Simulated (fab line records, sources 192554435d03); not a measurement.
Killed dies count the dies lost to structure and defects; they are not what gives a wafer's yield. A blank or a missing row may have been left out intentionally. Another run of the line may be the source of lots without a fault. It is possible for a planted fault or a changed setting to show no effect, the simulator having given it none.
The tool behind it: which one? / flow n5-finfet / 24 lots with 72 wafers sampled at 6 steps, on a route of 1938 steps

WHAT EACH GAUGE READ, for each wafer
N5_BEOL_M10_CD_MEAS_11: the cd target is 64.1 nm. Usual: cd-nm at 64.1 nm, with a standard deviation of 0.56.
lot=L074; measured=day 10 00:37; on=cd-sem-02; cd-nm (nm)=64.5 64.6 64.1; flag=
lot=L075; measured=day 10 11:01; on=cd-sem-02; cd-nm (nm)=63.5 63.9 63.4; flag=
lot=L076; measured=day 10 17:55; on=cd-sem-03; cd-nm (nm)=65.3 64.4 64.2; flag=
lot=L077; measured=day 10 19:31; on=cd-sem-01; cd-nm (nm)=62.8 63.6 63.7; flag=
lot=L078; measured=day 11 03:32; on=cd-sem-02; cd-nm (nm)=63.2 64.2 63.8; flag=
lot=L079; measured=day 11 07:49; on=cd-sem-01; cd-nm (nm)=63.7 63.9 64.1; flag=
lot=L081; measured=day 11 21:42; on=cd-sem-03; cd-nm (nm)=63.7 64.4 64.2; flag=
lot=L080; measured=day 11 22:01; on=cd-sem-01; cd-nm (nm)=64.1 64.0 65.1; flag=
lot=L083; measured=day 12 02:17; on=cd-sem-02; cd-nm (nm)=64.5 64.7 64.9; flag=
lot=L082; measured=day 12 05:44; on=cd-sem-01; cd-nm (nm)=64.4 63.9 63.9; flag=
lot=L084; measured=day 12 21:10; on=cd-sem-01; cd-nm (nm)=63.8 63.6 63.4; flag=
lot=L085; measured=day 13 01:18; on=cd-sem-03; cd-nm (nm)=63.9 64.8 64.3; flag=
lot=L087; measured=day 13 05:10; on=cd-sem-01; cd-nm (nm)=64.9 64.3 64.7; flag=
lot=L086; measured=day 13 07:41; on=cd-sem-02; cd-nm (nm)=64.7 64.7 64.2; flag=
lot=L088; measured=day 13 08:23; on=cd-sem-03; cd-nm (nm)=64.0 63.8 64.9; flag=
lot=L089; measured=day 14 00:40; on=cd-sem-03; cd-nm (nm)=64.3 64.6 63.5; flag=
lot=L093; measured=day 14 12:04; on=cd-sem-01; cd-nm (nm)=64.0 65.0 64.1; flag=
lot=L090; measured=day 14 12:16; on=cd-sem-03; cd-nm (nm)=64.1 63.5 64.5; flag=
lot=L091; measured=day 14 12:28; on=cd-sem-03; cd-nm (nm)=64.0 64.0 64.6; flag=
lot=L092; measured=day 15 00:11; on=cd-sem-01; cd-nm (nm)=65.1 64.0 64.6; flag=
lot=L096; measured=day 16 00:46; on=cd-sem-03; cd-nm (nm)=63.6 63.6 63.8; flag=
lot=L094; measured=day 16 07:38; on=cd-sem-03; cd-nm (nm)=64.0 63.8 63.4; flag=
lot=L095; measured=day 16 11:00; on=cd-sem-03; cd-nm (nm)=64.4 64.6 63.4; flag=
lot=L097; measured=day 17 01:10; on=cd-sem-03; cd-nm (nm)=63.0 64.0 63.1; flag=

N5_BEOL_M10_OVL_MEAS_12. Usual: M10_OVL typically reads -0.1 nm, with standard deviation 0.89.
lot=L074; measured=day 10 00:39; on=overlay-02; M10_OVL (nm)=1.3 0.7 0.5; flag=
lot=L075; measured=day 10 11:02; on=overlay-01; M10_OVL (nm)=0.4 0.4 -0.2; flag=
lot=L076; measured=day 10 17:56; on=overlay-02; M10_OVL (nm)=-0.4 -1.3 0.1; flag=
lot=L077; measured=day 10 19:32; on=overlay-02; M10_OVL (nm)=0.7 -0.2 0.8; flag=
lot=L078; measured=day 11 03:34; on=overlay-02; M10_OVL (nm)=1.8 0.5 0.6; flag=
lot=L079; measured=day 11 07:52; on=overlay-01; M10_OVL (nm)=-1.6 -2.1 -1.7; flag=
lot=L081; measured=day 11 21:44; on=overlay-01; M10_OVL (nm)=0.0 0.1 0.0; flag=
lot=L080; measured=day 11 22:02; on=overlay-02; M10_OVL (nm)=-0.7 0.5 -0.1; flag=
lot=L083; measured=day 12 02:19; on=overlay-01; M10_OVL (nm)=0.8 0.5 -0.7; flag=
lot=L082; measured=day 12 05:46; on=overlay-02; M10_OVL (nm)=0.8 1.1 0.1; flag=
lot=L084; measured=day 12 21:11; on=overlay-02; M10_OVL (nm)=-0.7 0.0 -0.1; flag=
lot=L085; measured=day 13 01:20; on=overlay-01; M10_OVL (nm)=0.3 0.6 -0.2; flag=
lot=L087; measured=day 13 05:11; on=overlay-01; M10_OVL (nm)=-0.5 -1.5 -0.5; flag=
lot=L086; measured=day 13 07:43; on=overlay-01; M10_OVL (nm)=0.1 0.1 -0.1; flag=
lot=L088; measured=day 13 08:24; on=overlay-01; M10_OVL (nm)=-1.0 -1.2 -0.2; flag=
lot=L089; measured=day 14 00:41; on=overlay-02; M10_OVL (nm)=-1.4 -0.4 0.0; flag=
lot=L093; measured=day 14 12:05; on=overlay-02; M10_OVL (nm)=0.1 0.7 0.4; flag=
lot=L090; measured=day 14 12:17; on=overlay-01; M10_OVL (nm)=-0.3 -0.2 -1.6; flag=
lot=L091; measured=day 14 12:30; on=overlay-02; M10_OVL (nm)=-0.8 -0.3 -0.7; flag=
lot=L092; measured=day 15 00:13; on=overlay-01; M10_OVL (nm)=-0.5 -0.2 -1.8; flag=
lot=L096; measured=day 16 00:47; on=overlay-02; M10_OVL (nm)=-1.0 0.8 0.7; flag=
lot=L094; measured=day 16 07:41; on=overlay-02; M10_OVL (nm)=0.9 1.4 1.4; flag=
lot=L095; measured=day 16 11:02; on=overlay-01; M10_OVL (nm)=0.2 0.6 -0.1; flag=
lot=L097; measured=day 17 01:12; on=overlay-01; M10_OVL (nm)=-1.0 -1.8 -1.4; flag=

N5_BEOL_M10_CD_MEAS_35: the cd target is 70 nm. Usual: cd-nm at 70.0 nm, with a standard deviation of 0.6.
lot=L074; measured=day 10 03:20; on=cd-sem-02; cd-nm (nm)=71.0 69.7 69.3; flag=
lot=L075; measured=day 10 12:58; on=cd-sem-02; cd-nm (nm)=69.4 70.6 70.0; flag=
lot=L076; measured=day 10 20:18; on=cd-sem-03; cd-nm (nm)=70.1 70.2 69.6; flag=
lot=L077; measured=day 10 23:11; on=cd-sem-01; cd-nm (nm)=68.8 69.7 69.2; flag=
lot=L078; measured=day 11 06:53; on=cd-sem-02; cd-nm (nm)=69.5 68.9 69.6; flag=
lot=L079; measured=day 11 09:47; on=cd-sem-02; cd-nm (nm)=69.9 69.3 69.4; flag=
lot=L081; measured=day 11 23:32; on=cd-sem-03; cd-nm (nm)=69.8 70.4 70.1; flag=
lot=L080; measured=day 12 00:05; on=cd-sem-03; cd-nm (nm)=70.3 69.9 70.7; flag=
lot=L083; measured=day 12 04:59; on=cd-sem-01; cd-nm (nm)=69.8 70.2 70.7; flag=
lot=L082; measured=day 12 07:46; on=cd-sem-03; cd-nm (nm)=70.5 70.1 69.7; flag=
lot=L084; measured=day 13 01:07; on=cd-sem-01; cd-nm (nm)=69.6 69.7 69.8; flag=
lot=L085; measured=day 13 02:58; on=cd-sem-03; cd-nm (nm)=70.1 70.0 70.6; flag=
lot=L087; measured=day 13 07:47; on=cd-sem-02; cd-nm (nm)=69.4 69.5 69.6; flag=
lot=L086; measured=day 13 11:02; on=cd-sem-01; cd-nm (nm)=70.9 70.0 70.2; flag=
lot=L088; measured=day 13 11:39; on=cd-sem-03; cd-nm (nm)=69.7 70.1 71.0; flag=
lot=L089; measured=day 14 05:37; on=cd-sem-02; cd-nm (nm)=70.2 70.4 70.1; flag=
lot=L093; measured=day 14 17:22; on=cd-sem-03; cd-nm (nm)=70.0 70.1 69.3; flag=
lot=L090; measured=day 14 17:20; on=cd-sem-02; cd-nm (nm)=69.6 68.9 70.1; flag=
lot=L091; measured=day 14 17:56; on=cd-sem-02; cd-nm (nm)=69.8 70.4 70.4; flag=
lot=L092; measured=day 15 04:10; on=cd-sem-02; cd-nm (nm)=70.6 70.5 70.7; flag=
lot=L096; measured=day 16 02:44; on=cd-sem-03; cd-nm (nm)=69.8 69.3 70.1; flag=
lot=L094; measured=day 16 10:52; on=cd-sem-02; cd-nm (nm)=70.2 69.7 69.9; flag=
lot=L095; measured=day 16 14:14; on=cd-sem-03; cd-nm (nm)=69.9 69.9 69.2; flag=
lot=L097; measured=day 17 05:02; on=cd-sem-02; cd-nm (nm)=68.9 69.9 68.8; flag=

N5_BEOL_M10_THK_MEAS_53: measures by xrf. Usual: M10_THK typically reads 143 nm, with standard deviation 3.2.
lot=L074; measured=day 10 05:53; on=film-metro-01; M10_THK (nm)=146 144 142; flag=
lot=L075; measured=day 10 15:16; on=film-metro-02; M10_THK (nm)=138 146 143; flag=
lot=L076; measured=day 10 23:53; on=film-metro-02; M10_THK (nm)=146 146 147; flag=
lot=L077; measured=day 11 00:59; on=film-metro-02; M10_THK (nm)=142 140 144; flag=
lot=L078; measured=day 11 09:41; on=film-metro-01; M10_THK (nm)=144 141 145; flag=
lot=L079; measured=day 11 13:31; on=film-metro-01; M10_THK (nm)=143 142 143; flag=
lot=L081; measured=day 12 01:56; on=film-metro-02; M10_THK (nm)=138 140 140; flag=
lot=L080; measured=day 12 02:54; on=film-metro-01; M10_THK (nm)=142 141 137; flag=
lot=L083; measured=day 12 08:42; on=film-metro-01; M10_THK (nm)=148 141 149; flag=
lot=L082; measured=day 12 10:23; on=film-metro-01; M10_THK (nm)=140 139 142; flag=
lot=L084; measured=day 13 03:56; on=film-metro-01; M10_THK (nm)=147 141 145; flag=
lot=L085; measured=day 13 05:32; on=film-metro-01; M10_THK (nm)=139 144 144; flag=
lot=L087; measured=day 13 10:33; on=film-metro-01; M10_THK (nm)=143 141 140; flag=
lot=L086; measured=day 13 14:50; on=film-metro-01; M10_THK (nm)=150 149 144; flag=
lot=L088; measured=day 13 16:19; on=film-metro-01; M10_THK (nm)=144 144 147; flag=
lot=L089; measured=day 14 07:29; on=film-metro-02; M10_THK (nm)=138 140 145; flag=
lot=L093; measured=day 14 19:56; on=film-metro-01; M10_THK (nm)=139 147 143; flag=
lot=L090; measured=day 14 19:37; on=film-metro-02; M10_THK (nm)=140 140 140; flag=
lot=L091; measured=day 14 20:28; on=film-metro-01; M10_THK (nm)=146 148 144; flag=
lot=L092; measured=day 15 06:10; on=film-metro-01; M10_THK (nm)=145 148 143; flag=
lot=L096; measured=day 16 05:28; on=film-metro-02; M10_THK (nm)=142 144 143; flag=
lot=L094; measured=day 16 13:04; on=film-metro-01; M10_THK (nm)=147 146 145; flag=
lot=L095; measured=day 16 16:22; on=film-metro-02; M10_THK (nm)=140 143 142; flag=
lot=L097; measured=day 17 07:22; on=film-metro-02; M10_THK (nm)=143 145 147; flag=

TOOL THAT RAN EACH LOT (tool first, then ch and the chambers of the sampled wafers, then the start)
lot=L074; N5_BEOL_M10_VIA_ETCH_34=rie-diel-04 ch 1,2,3, day 10 02:55; N5_BEOL_M10_ANNEAL_51=rtp-anneal-02 ch 0, day 10 05:25
lot=L075; N5_BEOL_M10_VIA_ETCH_34=rie-diel-04 ch 1,2,3, day 10 12:32; N5_BEOL_M10_ANNEAL_51=rtp-anneal-02 ch 0, day 10 14:40
lot=L076; N5_BEOL_M10_VIA_ETCH_34=rie-diel-04 ch 0,3, day 10 19:52; N5_BEOL_M10_ANNEAL_51=rtp-anneal-01 ch 0, day 10 23:23
lot=L077; N5_BEOL_M10_VIA_ETCH_34=rie-diel-05 ch 0,2,3, day 10 22:44; N5_BEOL_M10_ANNEAL_51=rtp-anneal-02 ch 0, day 11 00:26
lot=L078; N5_BEOL_M10_VIA_ETCH_34=rie-diel-05 ch 1,2, day 11 06:26; N5_BEOL_M10_ANNEAL_51=rtp-anneal-01 ch 0, day 11 09:05
lot=L079; N5_BEOL_M10_VIA_ETCH_34=rie-diel-05 ch 0,2, day 11 09:12; N5_BEOL_M10_ANNEAL_51=rtp-anneal-02 ch 0, day 11 13:01
lot=L081; N5_BEOL_M10_VIA_ETCH_34=rie-diel-05 ch 1,2, day 11 23:06; N5_BEOL_M10_ANNEAL_51=rtp-anneal-01 ch 0, day 12 01:14
lot=L080; N5_BEOL_M10_VIA_ETCH_34=rie-diel-03 ch 0,3, day 11 23:31; N5_BEOL_M10_ANNEAL_51=rtp-anneal-01 ch 0, day 12 02:19
lot=L083; N5_BEOL_M10_VIA_ETCH_34=rie-diel-04 ch 2,3, day 12 04:33; N5_BEOL_M10_ANNEAL_51=rtp-anneal-01 ch 0, day 12 08:08
lot=L082; N5_BEOL_M10_VIA_ETCH_34=rie-diel-03 ch 1,2,3, day 12 07:20; N5_BEOL_M10_ANNEAL_51=rtp-anneal-01 ch 0, day 12 09:48
lot=L084; N5_BEOL_M10_VIA_ETCH_34=rie-diel-04 ch 1,2, day 13 00:41; N5_BEOL_M10_ANNEAL_51=rtp-anneal-02 ch 0, day 13 03:21
lot=L085; N5_BEOL_M10_VIA_ETCH_34=rie-diel-04 ch 0,2,3, day 13 02:31; N5_BEOL_M10_ANNEAL_51=rtp-anneal-02 ch 0, day 13 05:02
lot=L087; N5_BEOL_M10_VIA_ETCH_34=rie-diel-05 ch 0,1, day 13 07:20; N5_BEOL_M10_ANNEAL_51=rtp-anneal-01 ch 0, day 13 09:53
lot=L086; N5_BEOL_M10_VIA_ETCH_34=rie-diel-04 ch 1,2,3, day 13 10:35; N5_BEOL_M10_ANNEAL_51=rtp-anneal-01 ch 0, day 13 14:15
lot=L088; N5_BEOL_M10_VIA_ETCH_34=rie-diel-03 ch 0,3, day 13 11:12; N5_BEOL_M10_ANNEAL_51=rtp-anneal-02 ch 0, day 13 15:37
lot=L089; N5_BEOL_M10_VIA_ETCH_34=rie-diel-05 ch 0,2,3, day 14 05:10; N5_BEOL_M10_ANNEAL_51=rtp-anneal-02 ch 0, day 14 06:59
lot=L093; N5_BEOL_M10_VIA_ETCH_34=rie-diel-05 ch 0,2,3, day 14 16:56; N5_BEOL_M10_ANNEAL_51=rtp-anneal-01 ch 0, day 14 19:20
lot=L090; N5_BEOL_M10_VIA_ETCH_34=rie-diel-03 ch 1,3, day 14 16:53; N5_BEOL_M10_ANNEAL_51=rtp-anneal-01 ch 0, day 14 19:04
lot=L091; N5_BEOL_M10_VIA_ETCH_34=rie-diel-03 ch 0,1,2, day 14 17:29; N5_BEOL_M10_ANNEAL_51=rtp-anneal-01 ch 0, day 14 19:53
lot=L092; N5_BEOL_M10_VIA_ETCH_34=rie-diel-05 ch 2,3, day 15 03:44; N5_BEOL_M10_ANNEAL_51=rtp-anneal-01 ch 0, day 15 05:38
lot=L096; N5_BEOL_M10_VIA_ETCH_34=rie-diel-03 ch 0,2,3, day 16 02:17; N5_BEOL_M10_ANNEAL_51=rtp-anneal-01 ch 0, day 16 04:50
lot=L094; N5_BEOL_M10_VIA_ETCH_34=rie-diel-04 ch 0,1, day 16 10:26; N5_BEOL_M10_ANNEAL_51=rtp-anneal-02 ch 0, day 16 12:29
lot=L095; N5_BEOL_M10_VIA_ETCH_34=rie-diel-03 ch 0,1,3, day 16 13:49; N5_BEOL_M10_ANNEAL_51=rtp-anneal-02 ch 0, day 16 15:45
lot=L097; N5_BEOL_M10_VIA_ETCH_34=rie-diel-04 ch 1,2, day 17 04:35; N5_BEOL_M10_ANNEAL_51=rtp-anneal-01 ch 0, day 17 06:48
- N5_BEOL_M10_VIA_ETCH_34: etches SiCOH lowk in C4F6/O2, target depth 184.5 nm, time 69.2 s.
- N5_BEOL_M10_ANNEAL_51: time 90 s.

WHAT THE TOOLS THEMSELVES READ (means of the sampled wafers that have a number; where no wafer has one, the mark that the record gives instead)
N5_BEOL_M10_VIA_ETCH_34. Usual: drypump-motor-current-A 5.8 A, standard deviation 0.4; oes-product-au 0.83 a.u., standard deviation 0.089; rf-vpp-V 667 V, standard deviation 14; showerhead-plenum-p-Torr 2.88 Torr, standard deviation 0.11; throttle-valve-pct 20.81 %, standard deviation 0.22.
lot=L074; tool=rie-diel-04; drypump-motor-current-A (A)=5.8; oes-product-au (a.u.)=0.83; rf-vpp-V (V)=677; showerhead-plenum-p-Torr (Torr)=2.83; throttle-valve-pct (%)=20.77; flag=
lot=L075; tool=rie-diel-04; drypump-motor-current-A (A)=5.8; oes-product-au (a.u.)=0.82; rf-vpp-V (V)=677; showerhead-plenum-p-Torr (Torr)=2.83; throttle-valve-pct (%)=20.77; flag=
lot=L076; tool=rie-diel-04; drypump-motor-current-A (A)=5.9; oes-product-au (a.u.)=0.94; rf-vpp-V (V)=665; showerhead-plenum-p-Torr (Torr)=2.90; throttle-valve-pct (%)=20.90; flag=
lot=L077; tool=rie-diel-05; drypump-motor-current-A (A)=5.8; oes-product-au (a.u.)=0.78; rf-vpp-V (V)=667; showerhead-plenum-p-Torr (Torr)=2.93; throttle-valve-pct (%)=20.82; flag=
lot=L078; tool=rie-diel-05; drypump-motor-current-A (A)=5.3; oes-product-au (a.u.)=0.81; rf-vpp-V (V)=662; showerhead-plenum-p-Torr (Torr)=2.92; throttle-valve-pct (%)=20.71; flag=
lot=L079; tool=rie-diel-05; drypump-motor-current-A (A)=6.1; oes-product-au (a.u.)=0.81; rf-vpp-V (V)=665; showerhead-plenum-p-Torr (Torr)=2.99; throttle-valve-pct (%)=20.86; flag=
lot=L081; tool=rie-diel-05; drypump-motor-current-A (A)=5.3; oes-product-au (a.u.)=0.79; rf-vpp-V (V)=662; showerhead-plenum-p-Torr (Torr)=2.92; throttle-valve-pct (%)=20.72; flag=
lot=L080; tool=rie-diel-03; drypump-motor-current-A (A)=5.6; oes-product-au (a.u.)=0.80; rf-vpp-V (V)=654; showerhead-plenum-p-Torr (Torr)=2.83; throttle-valve-pct (%)=20.81; flag=
lot=L083; tool=rie-diel-04; drypump-motor-current-A (A)=5.6; oes-product-au (a.u.)=0.84; rf-vpp-V (V)=678; showerhead-plenum-p-Torr (Torr)=2.83; throttle-valve-pct (%)=20.78; flag=
lot=L082; tool=rie-diel-03; drypump-motor-current-A (A)=5.7; oes-product-au (a.u.)=0.86; rf-vpp-V (V)=657; showerhead-plenum-p-Torr (Torr)=2.89; throttle-valve-pct (%)=20.79; flag=
lot=L084; tool=rie-diel-04; drypump-motor-current-A (A)=5.9; oes-product-au (a.u.)=0.77; rf-vpp-V (V)=676; showerhead-plenum-p-Torr (Torr)=2.81; throttle-valve-pct (%)=20.82; flag=
lot=L085; tool=rie-diel-04; drypump-motor-current-A (A)=5.8; oes-product-au (a.u.)=0.83; rf-vpp-V (V)=669; showerhead-plenum-p-Torr (Torr)=2.84; throttle-valve-pct (%)=20.97; flag=
lot=L087; tool=rie-diel-05; drypump-motor-current-A (A)=6.3; oes-product-au (a.u.)=0.73; rf-vpp-V (V)=672; showerhead-plenum-p-Torr (Torr)=2.87; throttle-valve-pct (%)=20.96; flag=
lot=L086; tool=rie-diel-04; drypump-motor-current-A (A)=5.7; oes-product-au (a.u.)=0.79; rf-vpp-V (V)=678; showerhead-plenum-p-Torr (Torr)=2.82; throttle-valve-pct (%)=20.79; flag=
lot=L088; tool=rie-diel-03; drypump-motor-current-A (A)=5.6; oes-product-au (a.u.)=0.88; rf-vpp-V (V)=654; showerhead-plenum-p-Torr (Torr)=2.82; throttle-valve-pct (%)=20.72; flag=
lot=L089; tool=rie-diel-05; drypump-motor-current-A (A)=5.8; oes-product-au (a.u.)=0.85; rf-vpp-V (V)=667; showerhead-plenum-p-Torr (Torr)=2.92; throttle-valve-pct (%)=20.73; flag=
lot=L093; tool=rie-diel-05; drypump-motor-current-A (A)=5.8; oes-product-au (a.u.)=0.84; rf-vpp-V (V)=666; showerhead-plenum-p-Torr (Torr)=2.92; throttle-valve-pct (%)=20.73; flag=
lot=L090; tool=rie-diel-03; drypump-motor-current-A (A)=5.6; oes-product-au (a.u.)=0.81; rf-vpp-V (V)=650; showerhead-plenum-p-Torr (Torr)=2.79; throttle-valve-pct (%)=20.93; flag=
lot=L091; tool=rie-diel-03; drypump-motor-current-A (A)=5.8; oes-product-au (a.u.)=0.86; rf-vpp-V (V)=670; showerhead-plenum-p-Torr (Torr)=2.92; throttle-valve-pct (%)=20.60; flag=
lot=L092; tool=rie-diel-05; drypump-motor-current-A (A)=5.3; oes-product-au (a.u.)=0.87; rf-vpp-V (V)=662; showerhead-plenum-p-Torr (Torr)=2.94; throttle-valve-pct (%)=20.62; flag=
lot=L096; tool=rie-diel-03; drypump-motor-current-A (A)=5.7; oes-product-au (a.u.)=0.86; rf-vpp-V (V)=659; showerhead-plenum-p-Torr (Torr)=2.89; throttle-valve-pct (%)=20.64; flag=
lot=L094; tool=rie-diel-04; drypump-motor-current-A (A)=6.3; oes-product-au (a.u.)=0.83; rf-vpp-V (V)=655; showerhead-plenum-p-Torr (Torr)=2.89; throttle-valve-pct (%)=21.18; flag=
lot=L095; tool=rie-diel-03; drypump-motor-current-A (A)=5.7; oes-product-au (a.u.)=0.82; rf-vpp-V (V)=664; showerhead-plenum-p-Torr (Torr)=2.83; throttle-valve-pct (%)=20.74; flag=
lot=L097; tool=rie-diel-04; drypump-motor-current-A (A)=5.7; oes-product-au (a.u.)=0.93; rf-vpp-V (V)=689; showerhead-plenum-p-Torr (Torr)=2.97; throttle-valve-pct (%)=20.62; flag=

N5_BEOL_M10_ANNEAL_51. Usual: anneal-temp-c 224.99 C, standard deviation 0.16; wafer_temp_C_max 226.06, standard deviation 0.28.
lot=L074; tool=rtp-anneal-02; anneal-temp-c (C)=224.92; wafer_temp_C_max=226.23; flag=
lot=L075; tool=rtp-anneal-02; anneal-temp-c (C)=225.03; wafer_temp_C_max=226.41; flag=
lot=L076; tool=rtp-anneal-01; anneal-temp-c (C)=224.99; wafer_temp_C_max=225.89; flag=
lot=L077; tool=rtp-anneal-02; anneal-temp-c (C)=224.94; wafer_temp_C_max=226.24; flag=
lot=L078; tool=rtp-anneal-01; anneal-temp-c (C)=225.09; wafer_temp_C_max=225.98; flag=
lot=L079; tool=rtp-anneal-02; anneal-temp-c (C)=224.78; wafer_temp_C_max=226.46; flag=
lot=L081; tool=rtp-anneal-01; anneal-temp-c (C)=224.97; wafer_temp_C_max=226.14; flag=
lot=L080; tool=rtp-anneal-01; anneal-temp-c (C)=225.06; wafer_temp_C_max=225.76; flag=
lot=L083; tool=rtp-anneal-01; anneal-temp-c (C)=224.98; wafer_temp_C_max=225.93; flag=
lot=L082; tool=rtp-anneal-01; anneal-temp-c (C)=225.07; wafer_temp_C_max=225.74; flag=
lot=L084; tool=rtp-anneal-02; anneal-temp-c (C)=225.33; wafer_temp_C_max=226.28; flag=
lot=L085; tool=rtp-anneal-02; anneal-temp-c (C)=225.10; wafer_temp_C_max=226.35; flag=
lot=L087; tool=rtp-anneal-01; anneal-temp-c (C)=224.92; wafer_temp_C_max=225.88; flag=
lot=L086; tool=rtp-anneal-01; anneal-temp-c (C)=225.03; wafer_temp_C_max=225.89; flag=
lot=L088; tool=rtp-anneal-02; anneal-temp-c (C)=225.06; wafer_temp_C_max=226.24; flag=
lot=L089; tool=rtp-anneal-02; anneal-temp-c (C)=225.11; wafer_temp_C_max=226.43; flag=
lot=L093; tool=rtp-anneal-01; anneal-temp-c (C)=224.91; wafer_temp_C_max=225.81; flag=
lot=L090; tool=rtp-anneal-01; anneal-temp-c (C)=224.94; wafer_temp_C_max=225.77; flag=
lot=L091; tool=rtp-anneal-01; anneal-temp-c (C)=224.88; wafer_temp_C_max=226.03; flag=
lot=L092; tool=rtp-anneal-01; anneal-temp-c (C)=225.13; wafer_temp_C_max=225.91; flag=
lot=L096; tool=rtp-anneal-01; anneal-temp-c (C)=224.84; wafer_temp_C_max=225.95; flag=
lot=L094; tool=rtp-anneal-02; anneal-temp-c (C)=224.85; wafer_temp_C_max=226.22; flag=
lot=L095; tool=rtp-anneal-02; anneal-temp-c (C)=224.98; wafer_temp_C_max=225.94; flag=
lot=L097; tool=rtp-anneal-01; anneal-temp-c (C)=224.81; wafer_temp_C_max=225.76; flag=

THE ANSWER, worked out from the rows above alone
Rule: take the mean of a lot's wafers that have a number; if it is more than 3 standard deviations from the usual mean, the lot is off. A lot without any number at a reading at which 4 lots or more have one is off too. All remaining lots with rows at the step are treated as sound. After the gauges, taken in route order, come the tools' own readings; for these a lot's mean is taken, as printed above. At the first step where some lot is off, the reading lying furthest off is the one used; lots without a number count as furthest.
Across all readings shown, no lot is off: no conclusion can be drawn from this.

WHAT HAD BEEN PUT IN BY THE SIMULATOR
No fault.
